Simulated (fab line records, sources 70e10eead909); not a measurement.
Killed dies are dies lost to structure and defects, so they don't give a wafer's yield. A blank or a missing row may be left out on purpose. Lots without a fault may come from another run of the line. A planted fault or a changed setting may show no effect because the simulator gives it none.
Tool commonality check | flow nand_harc | 10 lots, 30 wafers sampled

WHY IT WAS OPENED
At NHARC_P_STI_CD_MEAS_09 the reading cd_nm is flagged on 2 of 10 lots. Wafers without a fault read 199.4 nm, standard deviation 1.8.
Rule: a lot is flagged when every wafer of it that has a number lies more than 4 standard deviations from that mean, or none has a number. The other lots count as sound.

lot  | measured    | on        | cd_nm (nm), wafer by wafer | flag
L801 | day 2 09:44 | cd_sem-01 | 196.6 195.9 198.6          |
L803 | day 3 03:25 | cd_sem-01 | 196.0 197.4 196.2          |
L805 | day 3 10:59 | cd_sem-03 | 202.1 199.2 198.1          |
L806 | day 3 18:00 | cd_sem-01 | 200.4 197.7 198.7          |
L810 | day 4 19:01 | cd_sem-02 | 197.9 199.0 198.2          |
L815 | day 6 01:53 | cd_sem-03 | 63.1 64.8 63.4             | FLAGGED
L817 | day 6 14:10 | cd_sem-01 | 103.8 100.9 100.2          | FLAGGED
L818 | day 6 14:20 | cd_sem-02 | 198.7 198.7 199.8          |
L819 | day 7 01:38 | cd_sem-03 | 199.4 201.9 200.8          |
L822 | day 7 17:06 | cd_sem-01 | 200.4 199.7 198.6          |
The numbers of the flagged lots are 82.7 nm on average: -116.7 nm against the usual, or -65 standard deviations.

WHICH TOOL RAN EACH LOT
The record holds 1 process step before the reading, out of a route of 1159 steps. In each cell: the tool, then ch and the chambers that the sampled wafers went through, then the start.
lot  | flag    | NHARC_P_STI_EXPOSE_06
L801 |         | krf_scanner-04 ch 0, day 2 09:35
L803 |         | krf_scanner-04 ch 0, day 3 03:16
L805 |         | krf_scanner-04 ch 0, day 3 10:49
L806 |         | krf_scanner-04 ch 0, day 3 17:51
L810 |         | krf_scanner-04 ch 0, day 4 18:53
L815 | FLAGGED | krf_scanner-02 ch 0, day 6 01:44
L817 | FLAGGED | krf_scanner-02 ch 0, day 6 14:01
L818 |         | krf_scanner-04 ch 0, day 6 14:11
L819 |         | krf_scanner-04 ch 0, day 7 01:29
L822 |         | krf_scanner-03 ch 0, day 7 16:57
What these steps do:
- NHARC_P_STI_EXPOSE_06: exposes mask P STI, target cd 200 nm.
- NHARC_P_STI_CD_MEAS_09: target cd 200 nm.

FLAGGED OVER TOTAL, TOOL BY TOOL (the gauges that took the reading come last)
step                   | tool           | lots run | flagged | share of the flagged lots | sound lots run after its first flagged lot
NHARC_P_STI_EXPOSE_06  | krf_scanner-02 | 2        | 2       | all                       | 0
NHARC_P_STI_EXPOSE_06  | krf_scanner-03 | 1        | 0       | none                      | -
NHARC_P_STI_EXPOSE_06  | krf_scanner-04 | 7        | 0       | none                      | -
NHARC_P_STI_CD_MEAS_09 | cd_sem-01      | 5        | 1       | some                      | 1 (L822)
NHARC_P_STI_CD_MEAS_09 | cd_sem-02      | 2        | 0       | none                      | -
NHARC_P_STI_CD_MEAS_09 | cd_sem-03      | 3        | 1       | some                      | 1 (L819)

WHAT THE TABLE ALLOWS
1 row of the table ran every flagged lot: krf_scanner-02 at NHARC_P_STI_EXPOSE_06.
- krf_scanner-02 at NHARC_P_STI_EXPOSE_06: 2 of its 2 lots flagged. It ran no sound lot before its first flagged lot in this sample, so the start can't be narrowed down. Its own readings lie more than 4 standard deviations out on every wafer of the flagged lots: exposure_dose_mJ_cm2.
One tool is left: krf_scanner-02 at NHARC_P_STI_EXPOSE_06.

WHAT THE SIMULATOR HAD PUT IN
Process parameter drift: krf_scanner-02, from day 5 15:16 on, at NHARC_P_STI_EXPOSE_06. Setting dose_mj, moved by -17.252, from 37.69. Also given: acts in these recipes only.
Lots struck among those shown: L815, L817. The rule above found the same.
